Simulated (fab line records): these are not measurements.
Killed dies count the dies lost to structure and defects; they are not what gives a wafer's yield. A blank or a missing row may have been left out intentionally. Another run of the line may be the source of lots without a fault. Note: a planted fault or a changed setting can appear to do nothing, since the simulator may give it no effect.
A lot that was struck, set against a sound lot || flow n5-finfet || 15 steps out of a route of 1938
Sound: the wafers L267.4, L267.5, L267.6. Struck: wafer L262.1; the same lot's L262.5 was not struck, so it is left out; see the end for the cause.
Each step with rows lists, per side, the tool, then ch with its chambers, then its first start. Under that, the readings that differ: sound wafers || struck wafers || difference of the means || sigmas: that difference in standard deviations of wafers without a fault.
alike: readings with means less than 2 such deviations apart, plus words and numbers identical on both sides. not compared: withheld readings, readings lacking a value on some wafer, bounds such as >300 that could conceal the same value, and numbers that have no deviation in the record and whose values overlap.
A row with sigmas, a row that says differs or no value, or rows on one side alone: a step with any of these is where the two part. Numbers that don't overlap but have no deviation are shown without sigmas and don't part them. Lack of a reading on every wafer of one side parts them only where that side has two or more wafers.

first, 8 steps without rows for these wafers: N5_BEOL_M12_COAT_66 (time 60 s, resist thk 110 nm); N5_BEOL_M12_COAT_22 (resist thk 300 nm); N5_BEOL_M12_EBR_24; N5_BEOL_M12_SOFTBAKE_23 (time 60 s); N5_BEOL_M12_EXPOSE_25 (exposes mask M12); N5_BEOL_M12_PEB_26 (peb time 90 s); N5_BEOL_M12_DEVELOP_27 (develop time 45 s); N5_BEOL_M12_HARDBAKE_32 (time 120 s).
N5_BEOL_M12_CD_MEAS_28: target cd 160.2 nm.
  sound on cd-sem-02 ch 0, day 14 10:59; struck on cd-sem-03 ch 0, day 13 14:46
  alike: cd-nm
N5_BEOL_M12_OVL_MEAS_29:
  sound on overlay-01 ch 0, day 14 11:01; struck on overlay-01 ch 0, day 13 14:48
  alike: M12_OVL
N5_BEOL_M12_INSPECT_30: inspects for defects (macro).
  struck on defect-inspect-02, day 13 14:50; sound on defect-inspect-02, day 14 11:02
  alike: raw-defect-count
N5_BEOL_M12_DESCUM_33: chemistry O2, time 7.9 s.
  sound on rie-diel-03 ch 1,2, day 14 11:05; struck on rie-diel-01 ch 0, day 13 15:12
{"reading": "oes-product-au (a.u.)", "sound": "0.71 0.71 0.72", "struck": 0.88, "difference": "+0.17", "sigmas": "+2"}
  alike: drypump-motor-current-A, rf-vpp-V, showerhead-plenum-p-Torr, throttle-valve-pct
  not compared: rf-hours-counter-h
N5_BEOL_M12_ETCH_67: etches SiARC in CF4, target depth 143 nm, time 238.3 s.
  sound on rie-diel-03 ch 1,2, day 14 11:07; struck on rie-diel-01 ch 0, day 13 15:14
{"reading": "etch-rf-on-time-s (s)", "sound": "239 242 238", "struck": 147, "difference": -93, "sigmas": -17}
{"reading": "oes-product-au (a.u.)", "sound": "0.60 0.60 0.62", "struck": 1.01, "difference": "+0.40", "sigmas": "+6"}
{"reading": "throttle-valve-pct (%)", "sound": "15.94 15.96 15.80", "struck": 15.33, "difference": -0.57, "sigmas": -2}
  alike: drypump-motor-current-A, rf-vpp-V, showerhead-plenum-p-Torr
  not compared: rf-hours-counter-h
N5_BEOL_M12_ETCH_68: etches SOC in N2/H2, time 285 s.
  sound on rie-diel-03 ch 1,2, day 14 11:16; struck on rie-diel-01 ch 0, day 13 15:23
{"reading": "oes-product-au (a.u.)", "sound": "0.70 0.70 0.72", "struck": 0.88, "difference": "+0.17", "sigmas": "+2"}
  alike: drypump-motor-current-A, rf-vpp-V, showerhead-plenum-p-Torr, throttle-valve-pct
  not compared: rf-hours-counter-h
N5_PASSIVATION_PROBE_49:
  struck on prober-01, day 15 06:06; sound on prober-01, day 16 05:28
{"reading": "sort_bin_5_function (%)", "sound": "5.8 6.1 4.4", "struck": 3.1, "difference": -2.3, "sigmas": -3}
  alike: defect-limited-yield, killed_at_M0_to_M3, killed_at_M4_up, killed-at-contacts, killed-at-front-end, killed-at-other, killed-dies, killed-on-rim, killed-open, killed-short, sort_bin_4_leakage, sort_bin_6_memory, sort-n-pass, sort-yield-pct

== WHERE THEY PART ==
Earliest at N5_BEOL_M12_DESCUM_33; latest, in this record, at N5_PASSIVATION_PROBE_49.

WHY: whatever the simulator had introduced
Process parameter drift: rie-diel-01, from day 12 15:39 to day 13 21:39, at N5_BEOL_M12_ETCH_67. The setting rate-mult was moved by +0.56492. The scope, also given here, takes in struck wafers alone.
